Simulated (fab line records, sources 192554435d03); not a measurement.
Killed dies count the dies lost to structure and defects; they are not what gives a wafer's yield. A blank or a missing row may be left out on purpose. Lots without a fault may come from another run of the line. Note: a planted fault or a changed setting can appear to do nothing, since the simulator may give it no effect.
Matching of chambers	flow n5_finfet	N5_GATE_CUT_STRIP_41 on rie_diel-03: 4 sister chambers
The step strips in CF4. 22 wafers are shown with their chamber, then 11 later ones without.

## WAFERS WITH THEIR CHAMBER
wafer	chamber	showerhead_plenum_p_Torr (Torr)	throttle_valve_pct (%)	oes_product_au (a.u.)
L074.1	2	1.80	13.46	0.173
L074.2	3	1.71	13.65	0.174
L074.3	1	1.78	13.63	0.173
L077.1	2	1.80	13.45	0.169
L077.3	1	1.78	13.66	0.171
L077.5	3	1.71	13.63	0.176
L084.1	2	1.79	13.50	0.170
L084.5	3	1.71	13.67	0.171
L084.6	0	1.70	13.76	0.162
L085.2	1	1.78	13.68	0.170
L085.3	3	1.71	13.69	0.170
L085.4	0	1.70	13.76	0.163
L086.1	2	1.79	13.50	0.170
L086.3	3	1.70	13.67	0.170
L086.4	1	1.78	13.70	0.168
L088.2	0	1.70	13.77	0.159
L088.3	1	1.78	13.70	0.167
L088.5	1	1.78	13.69	0.168
L089.1	2	1.79	13.49	0.167
L089.2	1	1.78	13.70	0.168
L089.3	0	1.70	13.78	0.167
L090.1	3	1.70	13.69	0.166

SIGNATURES (averages over the wafers above)
reading	chamber 0	chamber 1	chamber 2	chamber 3	scatter within a chamber
showerhead_plenum_p_Torr	1.7000	1.7800	1.7940	1.7067	0.00375
throttle_valve_pct	13.7675	13.6800	13.4800	13.6667	0.0229
oes_product_au	0.16275	0.16929	0.16980	0.17117	0.00279
Rule: a wafer lies at a distance from a chamber equal to the root of the sum of squares, over the readings, of (its reading less the chamber's mean, divided by the reading's scatter). If the next closest chamber is less than 2 further off than the closest, the wafer can't be placed; otherwise it belongs to the closest. The scatter is the square root of a quotient: the sum, over the shown wafers, of each reading's squared deviation from its chamber's mean, divided by wafers minus chambers.

## WAFERS WHOSE CHAMBER IS MISSING
wafer	showerhead_plenum_p_Torr (Torr)	throttle_valve_pct (%)	oes_product_au (a.u.)
L090.5	1.77	13.71	0.172
L090.6	1.70	13.79	0.160
L092.1	1.79	13.51	0.163
L092.2	1.69	13.79	0.164
L092.4	1.70	13.70	0.167
L093.3	1.79	13.52	0.170
L093.5	1.69	13.79	0.164
L093.6	1.77	13.72	0.172
L097.1	1.70	13.71	0.172
L097.2	1.77	13.73	0.163
L097.6	1.79	13.53	0.163

## THE CHAMBER EACH PASSED THROUGH
wafer	from the rows above	in truth
L090.5	1	1
L090.6	0	0
L092.1	2	2
L092.2	0	0
L092.4	can't be placed: 3 or 0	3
L093.3	2	2
L093.5	0	0
L093.6	1	1
L097.1	can't be placed: 3 or 0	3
L097.2	1	1
L097.6	2	2
Correctly placed: 9 of 11. From these rows, 2 cannot be placed; in 2 the true chamber is one of the candidates. 0 placed wrongly.
